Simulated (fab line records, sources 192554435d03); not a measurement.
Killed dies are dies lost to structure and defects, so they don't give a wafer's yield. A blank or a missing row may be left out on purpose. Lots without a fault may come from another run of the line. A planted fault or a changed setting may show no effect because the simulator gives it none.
Which tool did it? | flow n5_finfet | 9 lots, 27 wafers sampled, at 6 steps of a route of 1938

WHAT THE GAUGES READ, wafer by wafer
N5_SD_EPI_P_INSPECT_26: inspects for defects (darkfield).
lot  | measured    | on                | raw_defect_count
L256 | day 3 11:00 | defect_inspect-02 | 119 174 156
L257 | day 3 15:55 | defect_inspect-01 | 189 143 177
L261 | day 4 23:43 | defect_inspect-02 | 113 150 154
L265 | day 5 18:29 | defect_inspect-01 | 160 149 118
L266 | day 6 02:27 | defect_inspect-01 | 1370 1387 1316
L268 | day 6 14:06 | defect_inspect-01 | 1226 1248 1202
L274 | day 8 01:30 | defect_inspect-02 | 181 195 185
L278 | day 9 00:22 | defect_inspect-01 | 237 170 145
L279 | day 9 04:12 | defect_inspect-01 | 157 166 214

N5_BEOL_M4_RC_MEAS_101.
lot  | measured     | on        | DIBL_N (mV/V)  | DIBL_P (mV/V)  | IOFF_N (nA/um)    | IOFF_P (nA/um)    | ION_N (uA/um) | ION_P (uA/um) | SS_N (mV/dec)  | SS_P (mV/dec)  | VT_N (mV)         | VT_P (mV)
L256 | day 7 23:52  | prober-02 | 35.7 35.3 35.8 | 35.0 35.4 34.5 | 0.134 0.138 0.142 | 0.193 0.200 0.189 | 674 667 685   | 457 464 461   | 71.2 71.4 71.5 | 72.5 72.0 72.8 | 250.6 248.9 250.2 | -250.8 -251.9 -252.8
L257 | day 8 08:29  | prober-01 | 35.7 36.7 35.8 | 35.7 36.6 35.5 | 0.152 0.157 0.149 | 0.207 0.215 0.198 | 677 676 664   | 464 468 460   | 71.3 71.8 71.7 | 73.3 73.8 74.5 | 249.9 249.4 251.1 | -250.3 -251.7 -249.5
L261 | day 8 22:37  | prober-01 | 34.9 34.0 33.9 | 34.8 33.9 33.5 | 0.137 0.129 0.126 | 0.224 0.204 0.202 | 657 661 660   | 464 463 466   | 70.6 70.9 71.0 | 72.8 72.6 72.7 | 254.1 256.0 249.6 | -246.3 -251.0 -251.1
L265 | day 10 08:18 | prober-02 | 37.3 36.9 38.4 | 36.8 34.5 37.2 | 0.157 0.142 0.170 | 0.208 0.175 0.222 | 676 670 679   | 460 454 466   | 71.5 71.5 71.0 | 73.1 72.3 73.1 | 250.6 249.8 250.6 | -246.9 -251.8 -248.8
L266 | day 10 14:41 | prober-02 | 35.1 34.4 33.7 | 37.2 36.2 35.3 | 0.155 0.144 0.133 | 0.237 0.221 0.204 | 672 669 662   | 468 458 461   | 71.5 71.2 71.7 | 73.1 73.0 72.8 | 249.5 250.6 252.6 | -246.7 -246.5 -252.6
L268 | day 10 20:49 | prober-01 | 34.5 38.3 37.3 | 32.8 37.4 35.7 | 0.128 0.196 0.183 | 0.193 0.279 0.255 | 666 681 686   | 461 475 479   | 70.5 71.3 72.2 | 73.8 73.9 73.6 | 250.2 242.4 245.2 | -249.4 -240.7 -242.6
L274 | day 12 13:58 | prober-02 | 36.0 34.9 35.9 | 38.0 37.0 38.0 | 0.171 0.152 0.169 | 0.222 0.204 0.232 | 670 670 677   | 463 466 467   | 71.5 71.0 71.0 | 73.3 72.7 73.0 | 250.0 250.4 249.7 | -248.7 -249.4 -247.9
L278 | day 13 09:25 | prober-01 | 32.6 34.9 34.2 | 33.7 35.5 34.8 | 0.128 0.152 0.143 | 0.168 0.209 0.188 | 670 677 679   | 469 471 467   | 71.4 71.3 71.7 | 72.8 73.7 73.1 | 252.5 249.9 251.6 | -250.6 -246.6 -253.1
L279 | day 13 20:34 | prober-02 | 37.5 36.8 38.2 | 37.3 37.3 38.1 | 0.160 0.155 0.175 | 0.168 0.173 0.183 | 675 675 691   | 452 458 461   | 72.1 70.9 71.8 | 73.6 73.6 73.1 | 248.8 248.2 247.3 | -257.4 -256.5 -256.1

WHICH TOOL RAN EACH LOT (tool, then ch and the chambers of the sampled wafers, then the start)
lot  | N5_SD_EPI_P_ETCHBACK_46           | N5_SD_EPI_P_PRECLEAN_51        | N5_SD_ACTIVATION_RTA_00         | N5_ILD0_CMP_03
L256 | rie_diel-02 ch 0,2,3, day 3 07:35 | epi_rpcvd-01 ch 0, day 3 08:16 | rtp_anneal-01 ch 0, day 3 11:12 | cmp-03 ch 1,2,3, day 3 14:38
L257 | rie_diel-03 ch 0,1,3, day 3 11:46 | epi_rpcvd-04 ch 0, day 3 12:20 | rtp_anneal-02 ch 0, day 3 16:10 | cmp-03 ch 1,2,3, day 3 19:45
L261 | rie_diel-03 ch 0,1,2, day 4 18:26 | epi_rpcvd-03 ch 0, day 4 19:01 | rtp_anneal-02 ch 0, day 4 23:44 | cmp-02 ch 0,1,2, day 5 02:58
L265 | rie_diel-05 ch 0,1, day 5 14:21   | epi_rpcvd-01 ch 0, day 5 14:55 | rtp_anneal-02 ch 0, day 5 18:31 | cmp-02 ch 0,1,3, day 5 22:02
L266 | rie_diel-02 ch 1,3, day 5 21:10   | epi_rpcvd-03 ch 0, day 5 21:45 | rtp_anneal-02 ch 0, day 6 02:29 | cmp-02 ch 0,2,3, day 6 05:41
L268 | rie_diel-03 ch 0,1,2, day 6 08:49 | epi_rpcvd-03 ch 0, day 6 09:27 | rtp_anneal-01 ch 0, day 6 14:09 | cmp-02 ch 1,2,3, day 6 17:20
L274 | rie_diel-03 ch 0,1,2, day 7 21:22 | epi_rpcvd-01 ch 0, day 7 21:56 | rtp_anneal-02 ch 0, day 8 01:45 | cmp-02 ch 0,1,3, day 8 05:02
L278 | rie_diel-03 ch 0,2, day 8 21:04   | epi_rpcvd-03 ch 0, day 8 21:40 | rtp_anneal-01 ch 0, day 9 00:43 | cmp-02 ch 1,2,3, day 9 04:01
L279 | rie_diel-05 ch 0,1,2, day 9 00:04 | epi_rpcvd-04 ch 0, day 9 00:43 | rtp_anneal-01 ch 0, day 9 04:24 | cmp-01 ch 0,3, day 9 08:01
- N5_SD_EPI_P_ETCHBACK_46: etches SiNx in CH3F/O2, stops on SiO2, target depth 17.5 nm.
- N5_SD_EPI_P_PRECLEAN_51: cleans in NF3:NH3, afs cycles 1, time 20 s, sublimation time 60 s.
- N5_SD_ACTIVATION_RTA_00: time 0 s.
- N5_ILD0_CMP_03: polishes, stops on SiNx, t overpolish 1.9 s, target thk 197.38 nm.

WHAT THE TOOLS THEMSELVES READ (means of the sampled wafers that have a number; where no wafer has one, the mark that the record gives instead)
N5_SD_EPI_P_ETCHBACK_46.
lot  | tool        | drypump_motor_current_A (A) | oes_product_au (a.u.) | rf_vpp_V (V) | showerhead_plenum_p_Torr (Torr) | throttle_valve_pct (%)
L256 | rie_diel-02 | 5.6                         | 0.64                  | 297          | 1.99                            | 16.30
L257 | rie_diel-03 | 5.4                         | 0.69                  | 295          | 2.02                            | 16.21
L261 | rie_diel-03 | 5.3                         | 0.67                  | 294          | 2.04                            | 16.32
L265 | rie_diel-05 | 5.5                         | 0.62                  | 296          | 2.04                            | 16.38
L266 | rie_diel-02 | 5.7                         | 0.69                  | 303          | 2.07                            | 16.24
L268 | rie_diel-03 | 5.2                         | 0.67                  | 294          | 2.04                            | 16.33
L274 | rie_diel-03 | 5.2                         | 0.74                  | 293          | 2.03                            | 16.20
L278 | rie_diel-03 | 5.4                         | 0.72                  | 292          | 2.02                            | 16.19
L279 | rie_diel-05 | 5.9                         | 0.60                  | 299          | 1.97                            | 16.56

N5_SD_ACTIVATION_RTA_00.
lot  | tool          | lamp_power_pct (%) | lamp_zone_3_pct (%) | wafer_temp_C_max
L256 | rtp_anneal-01 | 8.96               | 8.925               | 976.3
L257 | rtp_anneal-02 | 8.96               | 8.955               | 972.9
L261 | rtp_anneal-02 | 9.00               | 8.969               | 974.4
L265 | rtp_anneal-02 | 9.02               | 8.973               | 975.5
L266 | rtp_anneal-02 | 8.97               | 8.959               | 974.8
L268 | rtp_anneal-01 | 8.94               | 8.941               | 976.8
L274 | rtp_anneal-02 | 9.00               | 8.926               | 974.7
L278 | rtp_anneal-01 | 9.01               | 8.931               | 973.3
L279 | rtp_anneal-01 | 8.97               | 8.949               | 974.8

N5_ILD0_CMP_03.
lot  | tool   | motor_current_A (A) | overpolish_run_s (s) | time_to_endpoint_s (s)
L256 | cmp-03 | 12.4                | 1.894                | 69.3
L257 | cmp-03 | 12.6                | 1.907                | 66.2
L261 | cmp-02 | 11.9                | 1.900                | 69.5
L265 | cmp-02 | 13.0                | 1.898                | 73.4
L266 | cmp-02 | 11.8                | 1.894                | 69.1
L268 | cmp-02 | 12.8                | 1.900                | 70.2
L274 | cmp-02 | 13.0                | 1.907                | 67.2
L278 | cmp-02 | 12.5                | 1.906                | 73.3
L279 | cmp-01 | 12.2                | 1.903                | 66.6

THE ANSWER, worked out from the rows above alone
Rule: what is usual is taken from the lots themselves. Put in order of their means at a reading, lots are off if they are a third of the lots or fewer, leave a main group of 4 or more, and stand apart from it by a gap of 3 or more times the standard deviation of the main group's means; of several such gaps the widest counts. A main group whose means are all the same, to the digits that the tables above print for the reading, isn't used. A lot without any number at a reading at which 4 lots or more have one is off too. The other lots that the step has rows for count as sound. The gauges are gone through in route order, then the tools' own readings, and for those a lot's mean is taken as printed above. The first step at which some lot is off is used, and at that step the reading that is off furthest; a lot without a number counts as furthest.
Off: L266, L268, at N5_SD_EPI_P_INSPECT_26 (raw_defect_count). The main group: mean 164, standard deviation 19.
A tool fits if, at a process step before that reading, it ran every lot that is off, and no sound lot after the first of them. The gauges at N5_SD_EPI_P_INSPECT_26 are tried like those tools. None of those tried fits.

WHAT THE SIMULATOR HAD PUT IN
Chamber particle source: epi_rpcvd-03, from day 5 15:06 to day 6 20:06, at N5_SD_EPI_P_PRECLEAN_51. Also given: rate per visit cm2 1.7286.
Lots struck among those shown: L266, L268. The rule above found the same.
